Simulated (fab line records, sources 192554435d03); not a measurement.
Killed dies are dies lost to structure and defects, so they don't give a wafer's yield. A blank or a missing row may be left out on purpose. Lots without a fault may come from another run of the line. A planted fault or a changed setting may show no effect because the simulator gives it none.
A struck lot beside a sound one | flow n5_finfet | 39 steps out of a route of 1938
Sound: wafers L484.4, L484.5, L484.6. Struck: wafer L494.1. (L494.4 of the same lot was not struck and is left out.) The cause comes at the end.
At each step with rows: each side's tool, then ch and its chambers, then its first start. Under that, the readings that differ: sound wafers | struck wafers | difference of the means | sigmas: that difference in standard deviations of wafers without a fault.
alike: readings whose means differ by less than 2 such deviations, and words and numbers that are the same on both sides. not compared: withheld readings, readings that some wafer has no value for, bounds like >300 that may hide the same value, and numbers for which the record gives no deviation and whose values overlap.
The two part at a step that has a row with sigmas, a row that says differs or no value, or rows on one side only. Numbers that don't overlap but have no deviation are shown without sigmas and don't part them. A reading that every wafer of one side lacks parts them only if that side has two wafers or more.

first, 9 steps without rows for these wafers: N5_BEOL_M1_COAT_22 (resist thk 30 nm); N5_BEOL_M1_EBR_24; N5_BEOL_M1_SOFTBAKE_23 (time 60 s); N5_BEOL_M1_EXPOSE_25 (exposes mask V0, defocus 5 nm, target cd 24 nm); N5_BEOL_M1_PEB_26 (peb time 60 s); N5_BEOL_M1_DEVELOP_27 (develop time 30 s); N5_BEOL_M1_DESCUM_33 (chemistry O2, time 7 s); N5_BEOL_M1_ETCH_77 (etches underlayer in N2/H2, target depth 6.5 nm, time 5.2 s); N5_BEOL_M1_ETCH_69 (etches SiARC in CF4, target depth 15.6 nm, time 26 s).
N5_BEOL_M1_ALD_98: deposits SiO2, target thk 2.5 nm, pulse time 1 s, co reactant pulse time 1 s.
  sound on ald_sin-03 ch 0,1,3, day 6 11:22; struck on ald_sin-03 ch 1, day 8 23:13
  reading                                  | sound               | struck | difference | sigmas
  ald_cycles                               | 17 17 17            | 26     | +9         |
  susceptor_temp_C (C)                     | 100.03 100.04 99.95 | 99.58  | -0.43      | -4
  model.SiO2_of_BEOL_M1_ALD_98.thk_nm (nm) | 2.6 2.6 2.6         | 3.8    | +1.2       |
  alike: chamber_pressure_Torr, heater_power_w, precursor_pulse_height_rel
  not compared: since_wet_clean_h
then, 4 steps without rows for these wafers: N5_BEOL_M1_ETCHBACK_99 (etches SiO2 in CHF3, target depth 5 nm, time 10.4 s); N5_BEOL_M1_ETCH_70 (etches SOC in N2/H2, target depth 80 nm, overetch 16 nm, time 120 s); N5_BEOL_M1_STRIP_71 (strips in N2/H2); N5_BEOL_M1_STRIP_78 (strips in N2/H2).
N5_BEOL_M1_VIA_ETCH_34: etches the open film in C4F6/O2, target depth 67.8 nm, time 64.4 s.
  sound on rie_diel-06 ch 0,2,3, day 6 11:38; struck on rie_diel-04 ch 0, day 9 04:57
  reading                     | sound          | struck | difference                   | sigmas
  drypump_motor_current_A (A) | 5.8 5.2 5.7    | 6.3    | +0.7                         | +2
  oes_product_au (a.u.)       | 0.66 0.85 0.71 | 0.97   | +0.23                        | +3
  rf_hours_counter_h (h)      | - - -          | 2      | no value on the sound wafers |
  model.BEOL_M1.cd_nm (nm)    | 18 17.6 18     | 15.4   | -2.5                         |
  alike: chamber_pressure_mTorr, rf_vpp_V, showerhead_plenum_p_Torr, throttle_valve_pct
then, 22 steps without rows for these wafers: N5_BEOL_M1_STRIP_83 (strips in C4F6/O2); N5_BEOL_M1_STRIP_36 (strips in N2/H2); N5_BEOL_M1_TRENCH_ETCH_37 (etches SiOC in C4F6/O2, target depth 55.207 nm, time 29 s); N5_BEOL_M1_ETCH_41 (etches SiCN in CH3F/O2, target depth 31.9 nm, time 57.8 s); N5_BEOL_M1_STRIP_97 (strips in N2/H2, time 10 s); N5_BEOL_M1_HM_STRIP_39 (strips TiN in peroxide tin strip, target depth 25 nm, time 158 s); N5_BEOL_M1_SRD_40 (time 30 s); N5_BEOL_M1_PRECLEAN_42 (cleans in residue remover, time 60 s); N5_BEOL_M1_SRD_43 (time 30 s); N5_BEOL_M1_DEGAS_44 (time 60 s); N5_BEOL_M1_PRE_CLEAN_45 (time 30 s); N5_BEOL_M1_ALD_84 (deposits TaN, pulse time 2 s, purge time 3 s, co reactant purge time 2 s); N5_BEOL_M1_SURFACE_TREAT_85; N5_BEOL_M1_CVD_47 (deposits Co from CCTBA/H2, target thk 3 nm, time 223.8 s); N5_BEOL_M1_SPUTTER_48 (material Cu, target thk 4.5 nm, time 8.29 s); N5_BEOL_M1_ANNEAL_49 (time 240 s); N5_BEOL_M1_SPUTTER_79 (material Cu, target thk 4.5 nm, time 8.29 s); N5_BEOL_M1_ANNEAL_80 (time 240 s); N5_BEOL_M1_SPUTTER_81 (material Cu, target thk 4.5 nm, time 8.29 s); N5_BEOL_M1_ANNEAL_82 (time 240 s); N5_BEOL_M1_SPUTTER_86 (material Cu, target thk 4.5 nm, time 8.29 s); N5_BEOL_M1_ANNEAL_87 (time 240 s).
N5_BEOL_M4_RC_MEAS_101:
  sound on prober-01 ch 0, day 8 03:38; struck on prober-02 ch 0, day 10 15:59
  reading                      | sound             | struck | difference | sigmas
  CHAIN_V0 (ohm/link)          | 244 249 244       | 295    | +49        | +6
  CHAIN_V0_max_site (ohm/link) | 253 262 253       | 303    | +47        | +5
  SS_N (mV/dec)                | 71.4 71.5 71.8    | 70.5   | -1.1       | -2
  VT_N (mV)                    | 258.0 254.3 257.9 | 250.1  | -6.6       | -3
  alike: DIBL_N, DIBL_P, IOFF_N, IOFF_P, ION_N, ION_P, SS_P, VT_P
-- the record jumps here: 4 days lie between the struck wafers' starts before and after (it left off in module BEOL_M4 and takes up again in module PASSIVATION, whose first step shown is number 1936 of the route) --
N5_PASSIVATION_PROBE_49:
  sound on prober-02, day 12 15:40; struck on prober-02, day 14 23:04
  reading                  | sound          | struck | difference | sigmas
  defect_limited_yield (%) | 89.4 91.0 89.9 | 77.5   | -12.6      | -8
  killed_at_M0_to_M3       | 29 26 34       | 189    | +159       | +14
  killed_dies              | 125 106 119    | 265    | +148       | +8
  killed_on_rim            | 19 19 16       | 76     | +58        | +14
  sort_bin_5_function (%)  | 6.8 5.9 5.6    | 18.2   | +12.1      | +12
  sort_n_pass              | 1055 1074 1061 | 915    | -148       | -8
  sort_yield_pct (%)       | 89.4 91.0 89.9 | 77.5   | -12.6      | -8
  alike: killed_at_M4_up, killed_at_contacts, killed_at_front_end, killed_at_other, killed_open, killed_short, sort_bin_6_memory

WHERE THEY PART
First at N5_BEOL_M1_ALD_98; last, within this record, at N5_PASSIVATION_PROBE_49.

WHY: what the simulator had put in
Process parameter drift: ald_sin-03, from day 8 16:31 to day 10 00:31, at N5_BEOL_M1_ALD_98. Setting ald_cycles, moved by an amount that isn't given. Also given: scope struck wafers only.
